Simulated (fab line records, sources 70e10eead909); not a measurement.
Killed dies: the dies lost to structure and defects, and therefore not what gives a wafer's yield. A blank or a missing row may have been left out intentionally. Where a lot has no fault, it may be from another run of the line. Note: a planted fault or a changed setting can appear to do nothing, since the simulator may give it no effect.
fab line records	flow nand_harc
record: lots: 6	wafers: 18	last_day: 32
route steps=1302 shown A_M1@1178 A_BONDPAD@1202 END@1302
lots that met no fault: taken from a fault-free run of the same line
start_h: hours from the record's opening day to when the first of the lot's shown wafers began	wait_h: hours elapsed since this lot's preceding step	" same as the row above	L1.1+2: a row that stands for several wafers	- value missing, or start not given	* or withheld: withheld	< > ~ a bound
route shown NAME@n: a module of which the file shows steps, and the number in the route of the first	usual: mean/standard deviation of fault-free wafers	same: alike in all rows	chamber/n: place in a boat	sites: readings site by site	_std_site: standard deviation of those values	_edge_site: outer sites' mean less inner sites'	radius_mm: how far each site lies from the wafer's centre	mask NAME#n: copy n	behind: the tool/chamber that last shaped the wafer	hold: why the lot was held/for how many hours/how that ended	device: the transistor (n, p or np) that didn't switch	end of line: the tests these same wafers got at the end of their route	for a step that has no rows: nothing shown but its recipe	killed: the dies lost at the first sort to structure and to defects; this is not the yield of the wafer	map: a wafer's dies, x killed, . not, _ none there
set.NAME: setting as actually run; set.NAME@STEP: the setting as run at that earlier step	model.NAME: the simulator's own value behind a step, which no gauge read
lots at some steps of the route; a table a step, a row a wafer
services: when a tool's chamber went out of use (start_h, in hours from the record's first day, below 0 if earlier), for how many hours, and the reason
== steps ==
step: NHARC_A_M1_DEVELOP_08
recipe: develop_time_s: 35	dev_temp_c: 23
step: NHARC_A_M1_CD_MEAS_09
recipe: target_cd_nm: 120	landing_energy_ev: 500
usual: cd_nm: 120.1/0.4
lot.wafer	tool	chamber	start_h	wait_h	cd_nm
L698.1	cd_sem-03	0	541.93	-	120.5
L698.5	"	0	"	"	120.8
L698.6	"	0	"	"	121.0
L701.1	cd_sem-02	0	544.20	-	120.3
L701.4	"	0	"	"	120.4
L701.6	"	0	"	"	120.0
L708.1	cd_sem-02	0	635.86	-	119.9
L708.3	"	0	"	"	119.5
L708.4	"	0	"	"	120.4
L712.2	cd_sem-01	0	672.74	-	120.1
L712.5	"	0	"	"	119.6
L712.6	"	0	"	"	119.7
L718.2	cd_sem-02	0	722.49	-	119.6
L718.3	"	0	"	"	120.9
L718.6	"	0	"	"	120.1
L719.2	cd_sem-03	0	737.25	-	120.2
L719.3	"	0	"	"	120.5
L719.4	"	0	"	"	120.0
step: NHARC_A_M1_OVL_MEAS_10
recipe: pitch_nm: 240
usual: overlay_x_nm: 0.1/0.86	overlay_y_nm: 0.0/0.73
lot.wafer	tool	chamber	start_h	wait_h	overlay_x_nm	overlay_y_nm
L698.1	overlay-02	-	542.02	-	0.1	-0.6
L698.5	"	-	"	"	0.5	-0.3
L698.6	"	-	"	"	0.2	-1.0
L701.1	overlay-01	-	544.29	-	0.8	0.3
L701.4	"	-	"	"	0.2	0.0
L701.6	"	-	"	"	1.1	0.2
L708.1	overlay-02	-	635.95	-	0.3	-0.5
L708.3	"	-	"	"	0.5	-0.9
L708.4	"	-	"	"	0.5	-0.4
L712.2	overlay-01	-	672.83	-	-0.4	0.3
L712.5	"	-	"	"	-0.2	0.4
L712.6	"	-	"	"	-0.4	0.9
L718.2	overlay-01	-	722.57	-	0.0	-0.9
L718.3	"	-	"	"	0.0	-1.0
L718.6	"	-	"	"	0.3	-0.2
L719.2	overlay-01	-	737.33	-	-0.3	-0.2
L719.3	"	-	"	"	-0.3	-0.6
L719.4	"	-	"	"	0.3	-1.0
step: NHARC_A_M1_INSPECT_11
usual: raw_defect_count: 81/30
lot.wafer	tool	chamber	start_h	wait_h	raw_defect_count
L698.1	defect_inspect-01	-	542.06	0.0	100
L698.5	"	-	"	"	110
L698.6	"	-	"	"	121
L701.1	defect_inspect-01	-	544.33	0.0	96
L701.4	"	-	"	"	103
L701.6	"	-	"	"	99
L708.1	defect_inspect-01	-	635.99	0.0	85
L708.3	"	-	"	"	83
L708.4	"	-	"	"	85
L712.2	defect_inspect-01	-	672.86	0.0	84
L712.5	"	-	"	"	109
L712.6	"	-	"	"	99
L718.2	defect_inspect-02	-	722.61	0.0	59
L718.3	"	-	"	"	87
L718.6	"	-	"	"	76
L719.2	defect_inspect-02	-	737.37	0.0	77
L719.3	"	-	"	"	94
L719.4	"	-	"	"	97
step: NHARC_A_M1_DESCUM_14
recipe: time_s: 3	o2_flow_sccm: 200	ar_flow_sccm: 0	bias_power_w: 0	chemistry: O2
step: NHARC_A_M1_ETCH_35
recipe: target_depth_a: 400	overetch_a: 120	time_s: 43.94	ion_energy_ev: 200	n2_flow_sccm: 150	h2_flow_sccm: 150	ar_flow_sccm: 0	rf_w: 400	bias_w: 150	chemistry: N2/H2
step: NHARC_A_M1_ETCH_15
recipe: target_depth_a: 1825	time_s: 91.2	c4f8_flow_sccm: withheld	ar_flow_sccm: 400	rf_w: 600	bias_w: 300	chemistry: C4F8/Ar
step: NHARC_A_M1_CD_MEAS_16
usual: cd_nm: 120.0/0.61
lot.wafer	tool	chamber	start_h	wait_h	cd_nm
L698.1	cd_sem-02	-	542.42	-	121.3
L698.5	"	-	"	"	121.2
L698.6	"	-	"	"	121.4
L701.1	cd_sem-01	-	544.70	-	119.8
L701.4	"	-	"	"	120.4
L701.6	"	-	"	"	120.2
L708.1	cd_sem-02	-	636.35	-	120.2
L708.3	"	-	"	"	119.5
L708.4	"	-	"	"	120.7
L712.2	cd_sem-01	-	673.23	-	119.8
L712.5	"	-	"	"	119.8
L712.6	"	-	"	"	119.4
L718.2	cd_sem-02	-	723.00	-	120.5
L718.3	"	-	"	"	119.7
L718.6	"	-	"	"	119.9
L719.2	cd_sem-02	-	737.75	-	120.2
L719.3	"	-	"	"	119.7
L719.4	"	-	"	"	120.1
step: NHARC_A_M1_STRIP_18
recipe: power_w: 1000	n2_flow_sccm: 150	h2_flow_sccm: 150	ar_flow_sccm: 0	bias_w: 0	chemistry: N2/H2
usual: drypump_motor_current_A: 5.9/0.49	oes_product_au: 1.001/0.0083	rf_vpp_V: 90.8/0.94	showerhead_plenum_p_Torr: 2.07/0.076	throttle_valve_pct: 14.172/0.009
lot.wafer	tool	chamber	start_h	wait_h	drypump_motor_current_A	oes_product_au	rf_hours_counter_h	rf_vpp_V	showerhead_plenum_p_Torr	throttle_valve_pct
L698.1	rie_diel-01	2	542.55	0.1	5.8	0.989	5	91.5	2.04	14.158
L698.5	"	0	"	"	5.2	1.003	-	91.6	2.01	14.181
L698.6	"	1	"	"	6.2	0.984	-	89.9	1.97	14.167
L701.1	rie_diel-02	0	544.77	0.1	6.0	1.019	8	89.3	2.06	14.177
L701.4	"	3	"	"	5.7	1.013	8	91.5	2.16	14.168
L701.6	"	0	"	"	6.0	1.006	-	89.0	2.06	14.160
L708.4	rie_diel-01	1	636.43	0.1	6.2	0.991	1	90.0	1.97	14.159
L708.3	"	3	"	"	6.6	1.003	1	91.7	2.16	14.164
L708.1	"	0	"	"	5.2	0.994	2	90.0	2.01	14.178
L712.2	rie_diel-01	3	673.36	0.1	6.6	0.999	2	91.3	2.16	14.158
L712.6	"	1	"	"	6.2	0.991	-	90.2	1.97	14.170
L712.5	"	2	"	"	5.8	1.000	-	90.8	2.04	14.187
L718.2	rie_diel-02	3	723.10	0.1	5.7	1.011	6	92.5	2.15	14.175
L718.3	"	0	"	"	6.0	1.009	6	91.2	2.05	14.179
L718.6	"	3	"	"	5.8	1.012	-	92.2	2.15	14.159
L719.4	rie_diel-05	2	737.82	0.1	5.1	1.004	8	90.8	2.19	14.176
L719.2	"	3	"	"	6.0	1.016	8	91.4	2.13	14.178
L719.3	"	1	"	"	5.7	0.998	5	91.2	2.14	14.167
step: NHARC_A_M1_ETCH_28
recipe: target_depth_a: 300	over_etch_frac: 0.3	time_s: 72.99	ion_energy_ev: 150	cf4_flow_sccm: 50	n2_flow_sccm: 100	ar_flow_sccm: 150	rf_w: 300	bias_w: 100	chemistry: CF4/N2
step: NHARC_A_M1_STRIP_19
recipe: time_s: 600	temp_c: 30	chemistry: post_etch_residue_remover
step: NHARC_A_M1_DEGAS_29
recipe: temp_c: 250	time_s: 60
step: NHARC_A_M1_PRE_CLEAN_30
recipe: time_s: 30	temp_c: 280	gas: H2/He
usual: heater_power_w: 403/19
lot.wafer	tool	chamber	start_h	wait_h	heater_power_w
L698.1	pvd_sputter-01	-	543.21	-	388
L698.5	"	-	"	"	381
L698.6	"	-	"	"	398
L701.1	pvd_sputter-03	-	545.48	-	398
L701.4	"	-	"	"	394
L701.6	"	-	"	"	397
L708.1	pvd_sputter-01	-	637.12	-	393
L708.3	"	-	"	"	374
L708.4	"	-	"	"	385
L712.2	pvd_sputter-01	-	674.02	-	379
L712.6	"	-	"	"	396
L712.5	"	-	"	"	370
L718.2	pvd_sputter-03	-	723.77	-	394
L718.3	"	-	"	"	409
L718.6	"	-	"	"	406
L719.3	pvd_sputter-02	-	738.52	-	422
L719.4	"	-	"	"	417
L719.2	"	-	"	"	398
step: NHARC_A_M1_PVD_20
recipe: target_thk_a: 50	bias_v: 168.6	power_w: 15000	chamber_pressure_pa: 0.12	time_s: 8.06	substrate_temp_c: 50	material: TaN
step: NHARC_A_M1_PVD_21
recipe: target_thk_a: 300	chamber_pressure_pa: 5	power_w: 5000	substrate_temp_c: 30	time_s: 20.49	material: Cu
step: NHARC_A_M1_ECD_22
recipe: target_thk_a: 4000	bath_temp_c: 25	material: Cu
step: NHARC_A_M1_ANNEAL_31
recipe: temp_c: 225	time_s: 90
step: NHARC_A_M1_CMP_23
recipe: t_overpolish_s: 20	target_thk_nm: 154.34
step: NHARC_A_M1_THK_MEAS_24
recipe: thk_meas_gauge: xrf
usual: thk_nm: 154.6/1.4
lot.wafer	tool	chamber	start_h	wait_h	thk_nm
L698.1	film_metro-01	-	544.53	-	153.6
L698.5	"	-	"	"	153.5
L698.6	"	-	"	"	154.4
L701.1	film_metro-02	-	546.81	-	154.7
L701.4	"	-	"	"	152.3
L701.6	"	-	"	"	154.5
L708.1	film_metro-01	-	638.51	-	154.7
L708.3	"	-	"	"	156.8
L708.4	"	-	"	"	155.0
L712.2	film_metro-02	-	675.33	-	156.7
L712.5	"	-	"	"	154.4
L712.6	"	-	"	"	156.8
L718.2	film_metro-02	-	725.10	-	151.8
L718.3	"	-	"	"	154.3
L718.6	"	-	"	"	152.5
L719.2	film_metro-02	-	739.85	-	154.0
L719.3	"	-	"	"	153.7
L719.4	"	-	"	"	155.7
step: NHARC_A_M1_SRD_25
step: NHARC_A_M1_PRE_CLEAN_32
recipe: time_s: 12	temp_c: 370	rf_power_w: 300	gas: NH3
usual: heater_power_w: 656/110
lot.wafer	tool	chamber	start_h	wait_h	heater_power_w
L698.1	pecvd-01	1	544.77	0.1	778
L698.5	"	0	"	"	508
L698.6	"	1	"	"	799
L701.1	pecvd-02	0	547.05	0.1	828
L701.4	"	2	"	"	749
L701.6	"	0	"	"	843
L708.3	pecvd-02	1	638.75	0.1	527
L708.1	"	2	"	"	700
L708.4	"	2	"	"	704
L712.2	pecvd-03	1	676.18	0.7	704
L712.6	"	2	"	"	558
L712.5	"	1	"	"	729
L718.2	pecvd-03	0	725.32	0.1	464
L718.3	"	1	"	"	718
L718.6	"	1	"	"	710
L719.3	pecvd-01	2	740.09	0.1	737
L719.2	"	0	"	"	635
L719.4	"	0	"	"	640
step: NHARC_A_M1_DEP_33
recipe: target_thk_a: 300	temp_c: 370	target_thk_nm: 30	pressure_torr: 3	flow_sccm: 200	rf_w: 450	material: SiCN
usual: heater_power_w: 602/110
lot.wafer	tool	chamber	start_h	wait_h	heater_power_w
L698.1	pecvd-01	1	544.88	0.1	755
L698.5	"	0	"	"	471
L698.6	"	1	"	"	777
L701.1	pecvd-02	0	547.16	0.1	733
L701.4	"	2	"	"	625
L701.6	"	0	"	"	724
L708.3	pecvd-02	1	638.86	0.1	463
L708.1	"	2	"	"	625
L708.4	"	2	"	"	642
L712.2	pecvd-03	1	676.31	0.1	692
L712.6	"	2	"	"	589
L712.5	"	1	"	"	700
L718.2	pecvd-03	0	725.40	0.1	444
L718.3	"	1	"	"	705
L718.6	"	1	"	"	701
L719.3	pecvd-01	2	740.20	0.1	636
L719.2	"	0	"	"	549
L719.4	"	0	"	"	529
step: NHARC_A_BONDPAD_DEP_00
recipe: target_thk_a: 2500	temp_c: 370	target_thk_nm: 250	pressure_torr: 3	flow_sccm: 200	rf_w: 450	material: SiCN
usual: heater_power_w: 589/96
lot.wafer	tool	chamber	start_h	wait_h	heater_power_w
L698.1	pecvd-04	1	545.43	-	531
L698.5	"	0	"	"	642
L698.6	"	1	"	"	429
L701.1	pecvd-01	0	547.71	-	527
L701.6	"	2	"	"	615
L701.4	"	1	"	"	740
L708.3	pecvd-01	0	639.42	-	490
L708.1	"	1	"	"	749
L708.4	"	2	"	"	715
L712.2	pecvd-04	1	676.87	-	491
L712.5	"	0	"	"	626
L712.6	"	1	"	"	489
L718.3	pecvd-01	2	725.96	-	695
L718.2	"	0	"	"	528
L718.6	"	0	"	"	537
L719.2	pecvd-01	1	-	-	684
L719.3	"	2	"	"	716
L719.4	"	1	"	"	699
step: NHARC_A_BONDPAD_CMP_29
recipe: target_thk_nm: 200	material: SiCN
step: NHARC_A_BONDPAD_THK_MEAS_30
recipe: thk_meas_gauge: ellipsometry
usual: thk_nm: 199.9/1.5
lot.wafer	tool	chamber	start_h	wait_h	thk_nm
L698.1	film_metro-02	-	546.05	0.2	199.5
L698.5	"	-	"	"	198.4
L698.6	"	-	"	"	200.3
L701.1	film_metro-02	-	548.32	0.1	197.5
L701.4	"	-	"	"	199.5
L701.6	"	-	"	"	197.2
L708.1	film_metro-02	-	640.03	0.1	199.9
L708.3	"	-	"	"	200.6
L708.4	"	-	"	"	199.9
L712.2	film_metro-02	-	677.44	0.2	199.8
L712.5	"	-	"	"	197.2
L712.6	"	-	"	"	198.7
L718.2	film_metro-01	-	726.62	0.2	200.1
L718.3	"	-	"	"	197.5
L718.6	"	-	"	"	197.6
L719.2	film_metro-02	-	741.36	0.1	200.1
L719.3	"	-	"	"	199.5
L719.4	"	-	"	"	200.4
step: NHARC_A_BONDPAD_SRD_31
step: NHARC_A_BONDPAD_DEHYDRATE_01
recipe: temp_c: 150	time_s: 120
step: NHARC_A_BONDPAD_HMDS_02
recipe: time_s: 30
step: NHARC_A_BONDPAD_COAT_33
recipe: temp_c: 200	time_s: 65
step: NHARC_A_BONDPAD_COAT_03
recipe: spin_rpm: 2000	resist_thk_nm: 600
step: NHARC_A_BONDPAD_SOFTBAKE_04
recipe: temp_c: 125	time_s: 70
step: NHARC_A_BONDPAD_EBR_05
step: NHARC_A_BONDPAD_EXPOSE_06
recipe: na: 0.55	dose_mj: 36.99	mask_id: A_BPAD
step: NHARC_A_BONDPAD_PEB_07
recipe: peb_temp_c: 128	peb_time_s: 80
step: NHARC_A_BONDPAD_DEVELOP_08
recipe: time_s: 50	dev_temp_c: 22
step: NHARC_A_BONDPAD_CD_MEAS_09
recipe: target_cd_nm: 500	landing_energy_ev: 500
usual: cd_nm: 500.1/1.4
lot.wafer	tool	chamber	start_h	wait_h	cd_nm
L698.1	cd_sem-03	0	546.49	-	501.0
L698.5	"	0	"	"	500.6
L698.6	"	0	"	"	501.7
L701.1	cd_sem-02	0	548.89	-	501.0
L701.4	"	0	"	"	496.2
L701.6	"	0	"	"	501.2
L708.1	cd_sem-02	0	640.47	-	502.3
L708.3	"	0	"	"	500.4
L708.4	"	0	"	"	500.9
L712.2	cd_sem-02	0	678.01	-	498.3
L712.5	"	0	"	"	499.4
L712.6	"	0	"	"	497.2
L718.2	cd_sem-01	0	727.06	-	498.8
L718.3	"	0	"	"	502.2
L718.6	"	0	"	"	500.9
L719.2	cd_sem-01	0	741.93	-	498.8
L719.3	"	0	"	"	499.8
L719.4	"	0	"	"	501.4
step: NHARC_A_BONDPAD_OVL_MEAS_35
usual: overlay_x_nm: 1/6.8	overlay_y_nm: 1/6.5
lot.wafer	tool	chamber	start_h	wait_h	overlay_x_nm	overlay_y_nm
L698.1	overlay-01	-	546.58	-	-6	11
L698.5	"	-	"	"	-6	11
L698.6	"	-	"	"	-6	11
L701.1	overlay-02	-	548.98	-	12	4
L701.4	"	-	"	"	11	3
L701.6	"	-	"	"	11	4
L708.1	overlay-02	-	640.56	-	10	1
L708.3	"	-	"	"	10	1
L708.4	"	-	"	"	9	1
L712.2	overlay-02	-	678.09	-	3	5
L712.5	"	-	"	"	2	5
L712.6	"	-	"	"	3	6
L718.2	overlay-01	-	727.15	-	-1	3
L718.3	"	-	"	"	-1	3
L718.6	"	-	"	"	-1	3
L719.2	overlay-01	-	742.01	-	-1	4
L719.3	"	-	"	"	-1	4
L719.4	"	-	"	"	-1	3
step: NHARC_A_BONDPAD_HARDBAKE_10
recipe: temp_c: 118	time_s: 65
step: NHARC_A_BONDPAD_DESCUM_11
recipe: time_s: 3	o2_flow_sccm: 200	ar_flow_sccm: 0	bias_power_w: 0	chemistry: O2
step: NHARC_A_BONDPAD_ETCH_34
recipe: target_depth_a: 600	overetch_a: 180	time_s: 65.91	ion_energy_ev: 200	n2_flow_sccm: 150	h2_flow_sccm: 150	ar_flow_sccm: 0	rf_w: 400	bias_w: 150	chemistry: N2/H2
usual: drypump_motor_current_A: 5.7/0.36	oes_product_au: 1.001/0.0072	rf_vpp_V: 429.7/2.3	showerhead_plenum_p_Torr: 2.01/0.072	throttle_valve_pct: 14.170/0.0093
lot.wafer	tool	chamber	start_h	wait_h	drypump_motor_current_A	oes_product_au	rf_hours_counter_h	rf_vpp_V	showerhead_plenum_p_Torr	throttle_valve_pct
L698.1	rie_diel-10	0	546.79	0.1	6.0	0.999	3	429.8	1.95	14.182
L698.5	"	0	"	"	6.0	0.999	-	429.3	1.95	14.161
L698.6	"	1	"	"	5.6	1.009	-	429.6	2.02	14.177
L701.1	rie_diel-13	2	549.19	0.1	5.8	1.014	10	426.8	1.92	14.183
L701.4	"	3	"	"	5.0	1.000	7	433.2	2.10	14.163
L701.6	"	3	"	"	5.0	1.006	-	434.5	2.10	14.151
L708.3	rie_diel-10	1	640.78	0.1	5.6	1.001	1	429.8	2.02	14.158
L708.4	"	2	"	"	5.7	0.988	1	430.6	2.03	14.162
L708.1	"	3	"	"	5.4	1.004	1	426.4	1.92	14.194
L712.2	rie_diel-04	1	678.30	0.1	5.1	1.000	18	430.3	2.01	14.182
L712.6	"	1	"	"	5.1	0.997	-	428.2	2.01	14.162
L712.5	"	2	"	"	5.7	1.015	-	432.3	2.12	14.184
L718.2	rie_diel-10	3	727.37	0.1	5.4	1.012	4	426.3	1.92	14.185
L718.3	"	0	"	"	6.0	0.991	4	428.1	1.95	14.186
L718.6	"	1	"	"	5.6	1.014	-	429.7	2.01	14.178
L719.2	rie_diel-10	0	742.24	0.1	5.9	0.998	4	429.4	1.95	14.167
L719.3	"	2	"	"	5.7	0.997	4	429.9	2.03	14.158
L719.4	"	0	"	"	6.0	0.999	-	426.8	1.95	14.174
step: NHARC_END_SORT_01
recipe: temp_c: 25
usual: defect_limited_yield: 91.5/2.4	killed_at_array: 52/16	killed_at_other: 0.8/1.1	killed_at_periphery: 4.2/2.5	killed_dies: 57/16	killed_open: 3.4/2	killed_short: 2.6/1.6	sort_bin_2_pct: 3.0/1.1	sort_bin_3_pct: 0.6/0.31	sort_bin_4_pct: 4.8/1.4	sort_n_pass: 620/16	sort_rim_yield_pct: 90/4.8	sort_yield_pct: 91.5/2.4
same: gross_dies: 677	sort_bin_5_pct[%]: 0	sort_bin_6_pct[%]: 0	sort_bin_7_pct[%]: 0	sort_bin_8_pct[%]: 0	sort_rim_n_gross: 106.00
lot.wafer	tool	chamber	start_h	wait_h	defect_limited_yield[%]	killed_at_array	killed_at_other	killed_at_periphery	killed_dies	killed_open	killed_short	sort_bin_2_pct[%]	sort_bin_3_pct[%]	sort_bin_4_pct[%]	sort_n_pass	sort_rim_yield_pct[%]	sort_yield_pct[%]
L708.1	prober-01	0	668.57	2.5	79.3	136	0	4	140	3	1	9.0	5.3	6.4	537	81	79.3
L712.6	prober-02	0	712.29	4.0	76.7	153	0	5	158	3	1	9.9	5.6	7.8	519	79	76.7
L718.2	prober-01	0	762.29	2.8	92.5	48	1	2	51	2	4	1.8	0.9	4.9	626	93	92.5
L718.3	prober-01	0	763.08	3.1	92.3	50	0	2	52	6	2	2.7	0.3	4.7	625	84	92.3
L718.6	prober-01	0	765.48	4.0	91.6	54	0	3	57	0	2	2.5	0.7	5.2	620	91	91.6
killed by level:class
L708.1 A_M1:unspecified=91 A_SLIT:chamber_film_flake=16 A_CHANNEL_HOLE_D2:chamber_film_flake=10 A_CHANNEL_HOLE_D1:chamber_film_flake=7 A_STAIRCASE:chamber_film_flake=6 P_GATE:chamber_film_flake=2 A_CHANNEL_HOLE_D1:geometric_particle:short=1 A_CHANNEL_FILL_D1:geometric_particle:open=1
L712.6 A_M1:unspecified=101 A_CHANNEL_HOLE_D2:chamber_film_flake=18 A_SLIT:chamber_film_flake=17 A_STAIRCASE:chamber_film_flake=7 A_CHANNEL_HOLE_D1:chamber_film_flake=4 A_CONTACT:chamber_film_flake=2 P_GATE:geometric_particle:short=1 P_CONTACT:geometric_particle:open=1
L718.2 A_CHANNEL_HOLE_D2:chamber_film_flake=20 A_CONTACT:chamber_film_flake=8 A_CHANNEL_HOLE_D1:chamber_film_flake=7 A_SLIT:chamber_film_flake=5 A_WL_FILL:geometric_particle:short=2 P_GATE:chamber_film_flake=2 A_WL_FILL:chamber_film_flake=2 A_SOURCE_PLATE:geometric_particle:short=1
L718.3 A_CHANNEL_HOLE_D1:chamber_film_flake=13 A_CHANNEL_HOLE_D2:chamber_film_flake=13 A_SLIT:chamber_film_flake=7 A_CONTACT:chamber_film_flake=4 A_WL_FILL:chamber_film_flake=3 A_DECK1_JOINT:geometric_particle:short=2 A_ONON_D2:geometric_particle:open=2 A_M0:geometric_particle:open=2
L718.6 A_CHANNEL_HOLE_D2:chamber_film_flake=24 A_CHANNEL_HOLE_D1:chamber_film_flake=16 A_SLIT:chamber_film_flake=9 A_ZERO_WELL:chamber_film_flake=2 A_WL_FILL:chamber_film_flake=2 P_M0:geometric_particle:short=1 P_M2:geometric_particle:short=1 P_GATE:chamber_film_flake=1
map L708.1 (x killed, . not)
____________.____________
_________xxx...._________
_______xxxxx......_______
______.xxxxxx.x....______
_____.xxxxxxxxx....._____
____.xxxxxxxx........____
____.xxxxxxxxxx......____
___...xxxxxxxxx.......___
___...xxxxxxxx........___
__...xxxxxxxxx.x.......__
__....xxxxxxx....x....x__
_..x...xxxxxxx.........._
_.x....xxxxx...........x_
_x.....x.xxx............_
_xx..................x.._
_xxx.................x.._
.xxx.................x...
xxxx...........x......x..
xxxxx................x..x
xx.x.....................
xxxx.....................
_......................._
_.x....................._
_...x..................._
_x....................x._
_......................._
__...................x.__
__..x..................__
___............x.x.x..___
___....x..............___
____.................____
____...........x.....____
_____..............._____
______.............______
_______..........._______
_________......._________
____________.____________
map L712.6 (x killed, . not)
____________.____________
_________xx....._________
_______.xxxxx....._______
______xxxxxxx......______
_____xxxxxxxxxx..x.._____
____.x.xxxxxxxx......____
____..xxxxxxxxx......____
___...xxxxxxxxxxx.....___
___...xxxxxxxxxx.x....___
__....xxxxxxxxx......x.__
__...xxxxxxxx.....xx...__
_xx..x.xxxxxxx.........._
_....xxxxxxxxxx........._
_.xx...xxxxx...x........_
_xx.........x..........._
_xxxx...............xxx._
xxx............x.....xxx.
x.x.................xx..x
xx.................x.xxxx
.x............x.....x.x.x
x...x.................xx.
_x...x.................._
_.x..........x.........._
_......................._
_.....................x._
_......................._
__......x..............__
__.....................__
___...................___
___...................___
____.................____
____.................____
_____..............._____
______.............______
_______........x.._______
_________......._________
____________.____________
== services ==
tool	chamber	start_h	hours	kind
rie_diel-02	1	519.51	15.1	repair
pecvd-01	-	520.98	1.6	repair
rie_diel-02	0	521.29	2.6	repair
rie_diel-01	1	545.58	6.4	repair
pecvd-03	-	547.06	13.0	pm
rie_diel-01	-	557.84	9.0	pm
rie_diel-02	3	559.94	10.0	repair
pvd_sputter-03	-	562.35	10.0	pm
pecvd-04	-	562.43	0.3	repair
pecvd-02	1	572.01	5.2	repair
pecvd-01	-	572.27	0.9	repair
rie_diel-01	3	578.60	5.5	repair
pecvd-02	-	589.35	13.0	pm
pvd_sputter-01	-	589.66	10.0	pm
pecvd-03	0	592.26	2.5	repair
rie_diel-10	-	596.69	9.0	pm
rie_diel-10	1	668.32	2.8	repair
pecvd-01	-	673.61	13.0	pm
rie_diel-01	1	698.39	4.2	repair
pecvd-03	-	702.09	2.8	repair
rie_diel-01	-	713.37	0.9	repair
pecvd-03	-	728.06	13.0	pm
rie_diel-01	-	734.90	9.0	pm
rie_diel-10	1	742.06	1.3	repair
== key ==
first_sign: step: NHARC_END_SORT_01	reading: killed_at_array	direction: up	sigmas: 5.8	usual: 52	struck: 144
effect: step: NHARC_END_SORT_01	reading: killed_dies	direction: up	sigmas: 5.7	usual: 57	struck: 149
more_kills_born_at: NHARC_A_M1_PRE_CLEAN_30@pvd_sputter-01: 192
met_at NHARC_A_M1_PRE_CLEAN_30
struck_wafers L708.1,L712.6
fault: kind: chamber_particle_source	tool: pvd_sputter-01	chamber: -	onset_h: 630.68	steps: NHARC_A_M1_PRE_CLEAN_30	rate_per_visit_cm2: 1.5931	end_h: 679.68	scope: struck_wafers_only
